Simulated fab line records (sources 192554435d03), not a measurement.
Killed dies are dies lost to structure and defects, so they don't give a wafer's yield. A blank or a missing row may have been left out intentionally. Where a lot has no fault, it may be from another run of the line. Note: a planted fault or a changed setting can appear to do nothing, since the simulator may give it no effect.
Split-lot trial -- flow n5 finfet -- 21 wafers read across 7 lots, on a route 1938 steps long

== ABOUT THE SPLIT ==
At N5_BEOL_M5_TRENCH_ETCH_37 (etches SiCOH lowk in C4F6/O2, target depth 71.652 nm, time 24.7 s), the setting time s was moved away from the recipe's 24.7 s on 6 of the 21 wafers read, by -10.2% to +8.1%. All remaining wafers had this setting at the recipe value.

== FROM THE SPLIT TO THE READING: what the file shows between them, 11 steps ==
- N5_BEOL_M5_ETCH_41: etches SiCN in CH3F/O2, target depth 31.5 nm, time 56.7 s (also split here: source w)
- N5_BEOL_M5_STRIP_91: strips in N2/H2, time 10 s
- N5_BEOL_M5_OCD_MEAS_38
- N5_BEOL_M5_HM_STRIP_39: strips TiN in peroxide tin strip, target depth 25 nm, time 158 s
- N5_BEOL_M5_SRD_40: time 30 s
- N5_BEOL_M5_ECD_50: material Cu, target thk 300 nm
- N5_BEOL_M5_ANNEAL_51: time 90 s
- N5_BEOL_M5_CMP_52: polishes, stops on SiCOH lowk, t overpolish 6.9 s, target thk 62 nm
- N5_BEOL_M5_PRE_CLEAN_77: time 15 s
- N5_BEOL_M5_PRE_CLEAN_55: time 15 s
- N5_BEOL_M5_DEP_56: deposits SiCN from 3MS/NH3, target thk 8 nm, time 14 s

== THE READING ==
At N5_BEOL_M5_RS_MEAS_57, a four-point-probe measurement gives M5_RS in ohm/sq. Fault-free wafers of this fab line usually give 0.385 ohm/sq, standard deviation 0.01 ohm/sq.

wafer,"tool, chamber at the split","time s as run, s",against the recipe,"M5_RS, ohm/sq",against lot-mates on the recipe
L074.3,"rie diel-06, 1",24.7,recipe,0.373,-
L074.4,"rie diel-06, 2",24.7,recipe,0.363,-
L074.6,"rie diel-06, 0",24.7,recipe,0.359,-
L078.1,"rie diel-01, 3",22.66,-8.3%,0.439,+0.037
L078.3,"rie diel-01, 1",24.7,recipe,0.402,-
L078.4,"rie diel-01, 2",22.66,-8.3%,0.439,+0.037
L080.1,"rie diel-06, 1",24.7,recipe,0.396,-
L080.3,"rie diel-06, 0",22.18,-10.2%,0.451,+0.053
L080.5,"rie diel-06, 3",24.7,recipe,0.400,-
L082.1,"rie diel-04, 3",24.7,recipe,0.382,-
L082.3,"rie diel-04, 2",26.71,+8.1%,0.354,-0.031
L082.6,"rie diel-04, 2",24.7,recipe,0.388,-
L086.1,"rie diel-04, 1",24.7,recipe,0.376,-
L086.2,"rie diel-04, 3",24.7,recipe,0.389,-
L086.3,"rie diel-04, 0",24.7,recipe,0.391,-
L090.3,"rie diel-01, 2,0",22.96,-7.0%,0.411,+0.025
L090.4,"rie diel-01, 1",24.7,recipe,0.386,-
L090.6,"rie diel-01, 2,0",22.96,-7.0%,0.419,+0.033
L097.1,"rie diel-04, 2",24.7,recipe,0.396,-
L097.2,"rie diel-04, 1",24.7,recipe,0.384,-
L097.3,"rie diel-04, 0",24.7,recipe,0.386,-
Where a row lists several chambers, the file gives one row for several wafers and doesn't say which wafer went through which chamber.

FIT RESULTS
A straight line over all 21 wafers: M5_RS changes by -0.00544 ohm/sq for each +1% of time s; r = -0.89; the points scatter about the line by 0.012 ohm/sq.
The same after taking each lot's own level away (the mean of its wafers on the recipe; 21 wafers): -0.00443 ohm/sq for each +1%; r = -0.97; scatter 0.005 ohm/sq.
That fit puts the effect of the largest move of time s on the reading at 0.045 ohm/sq.
The span of the lots' own levels, 0.3650 to 0.4020 ohm/sq, comes to 3.7 times the standard deviation stated above.
Hence the slope depends on the lot-to-lot level, as the two fits are not the same.
Check: with one of the wafers moved furthest among these (-10.2%) left out of the fit, the line predicts +0.0431 ohm/sq for it against its lot-mates. Against them it came out at +0.053 ohm/sq.

== OTHER SPLITS APPLIED TO THESE WAFERS ==
Before the reading, these wafers also passed through other splits. Each is held against what the fit with the lots' levels taken away leaves over:
other split on the same wafers,wafers away from the commonest value,r with M5_RS (lot level and that fit taken away)
N5_BEOL_M5_ETCH_41 source w,5,+0.36

== THE WHOLE CHAIN: every reading that the file lists as answering this split, in the file's order ==
step,what it does,reading,change (the file's fit),r (the file's)
N5_BEOL_M5_TRENCH_ETCH_37,"etches SiCOH lowk in C4F6/O2, target depth 71.652 nm, time 24.7 s","etch.depth nm (the simulator's own value, which no gauge read)",+0.61 nm for each +1% of the setting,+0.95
N5_BEOL_M5_TRENCH_ETCH_37,"etches SiCOH lowk in C4F6/O2, target depth 71.652 nm, time 24.7 s","BEOL_M5.feature depth nm (the simulator's own value, which no gauge read)",+0.606 nm for each +1% of the setting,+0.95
N5_BEOL_M5_OCD_MEAS_38,,trench depth nm,+0.574 nm for each +1% of the setting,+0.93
N5_BEOL_M5_CMP_52,"polishes, stops on SiCOH lowk, t overpolish 6.9 s, target thk 62 nm","Cu_of_BEOL_M5_ECD_50.thk nm (the simulator's own value, which no gauge read)",+0.542 nm for each +1% of the setting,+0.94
N5_BEOL_M5_RS_MEAS_57,measures by four-point-probe,M5_RS,-0.00449 for each +1% of the setting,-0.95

== FILE'S OWN FIT ==
M5_RS changes by -0.00449 ohm/sq for each +1% of time s, r = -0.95.
